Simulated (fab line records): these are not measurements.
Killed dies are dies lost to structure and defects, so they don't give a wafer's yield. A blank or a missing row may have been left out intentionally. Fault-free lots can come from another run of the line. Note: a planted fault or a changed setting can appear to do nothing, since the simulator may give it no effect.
Matching of chambers :: flow n5-finfet :: N5_DUMMY_GATE_ETCH_44 on rie-si-06 has 4 sister chambers
The step etches poly-Si in HBr/O2, stops on SiO2, target depth 127.5 nm. 8 wafers are shown with their chamber, then 10 later ones without.

WAFERS WITH THEIR CHAMBER
wafer: L078.4
chamber: 0
drypump-motor-current-A (A): 6.5
throttle-valve-pct (%): 18.69

wafer: L081.3
chamber: 2
drypump-motor-current-A (A): 5.1
throttle-valve-pct (%): 18.46

wafer: L081.5
chamber: 2
drypump-motor-current-A (A): 5.1
throttle-valve-pct (%): 18.46

wafer: L081.6
chamber: 1
drypump-motor-current-A (A): 6.0
throttle-valve-pct (%): 18.79

wafer: L085.3
chamber: 1
drypump-motor-current-A (A): 6.0
throttle-valve-pct (%): 18.79

wafer: L085.5
chamber: 3
drypump-motor-current-A (A): 5.4
throttle-valve-pct (%): 18.82

wafer: L087.1
chamber: 0
drypump-motor-current-A (A): 6.4
throttle-valve-pct (%): 18.59

wafer: L087.3
chamber: 3
drypump-motor-current-A (A): 5.4
throttle-valve-pct (%): 18.79

WAFERS WITH NO CHAMBER GIVEN
wafer: L087.6
drypump-motor-current-A (A): 5.1
throttle-valve-pct (%): 18.46

wafer: L092.2
drypump-motor-current-A (A): 5.1
throttle-valve-pct (%): 18.47

wafer: L092.3
drypump-motor-current-A (A): 5.4
throttle-valve-pct (%): 18.81

wafer: L092.6
drypump-motor-current-A (A): 6.0
throttle-valve-pct (%): 18.78

wafer: L094.1
drypump-motor-current-A (A): 6.0
throttle-valve-pct (%): 18.80

wafer: L094.5
drypump-motor-current-A (A): 6.0
throttle-valve-pct (%): 18.79

wafer: L094.6
drypump-motor-current-A (A): 5.1
throttle-valve-pct (%): 18.47

wafer: L097.2
drypump-motor-current-A (A): 5.1
throttle-valve-pct (%): 18.47

wafer: L097.3
drypump-motor-current-A (A): 6.0
throttle-valve-pct (%): 18.76

wafer: L097.5
drypump-motor-current-A (A): 6.0
throttle-valve-pct (%): 18.79

WHICH CHAMBER EACH WENT THROUGH
wafer: L087.6
from the rows above: 2
in truth: 2

wafer: L092.2
from the rows above: 2
in truth: 2

wafer: L092.3
from the rows above: 3
in truth: 3

wafer: L092.6
from the rows above: 1
in truth: 1

wafer: L094.1
from the rows above: 1
in truth: 1

wafer: L094.5
from the rows above: 1
in truth: 1

wafer: L094.6
from the rows above: 2
in truth: 2

wafer: L097.2
from the rows above: 2
in truth: 2

wafer: L097.3
from the rows above: 1
in truth: 1

wafer: L097.5
from the rows above: 1
in truth: 1
Placed correctly: 10 of 10. From these rows, 0 cannot be placed. 0 placed wrongly.
How it was worked out, from the rows above alone: a wafer's distance from a chamber is the root of the sum, over the readings, of the square of ((its reading less the chamber's mean) divided by the reading's scatter). If the next closest chamber is less than 2 further off than the closest, the wafer can't be placed; otherwise it belongs to the closest. For every chamber, the mean is computed from those of its wafers that are shown. The scatter: the root of (the sum of the squares of (reading less its chamber's mean) over the shown wafers, divided by (wafers less chambers)).
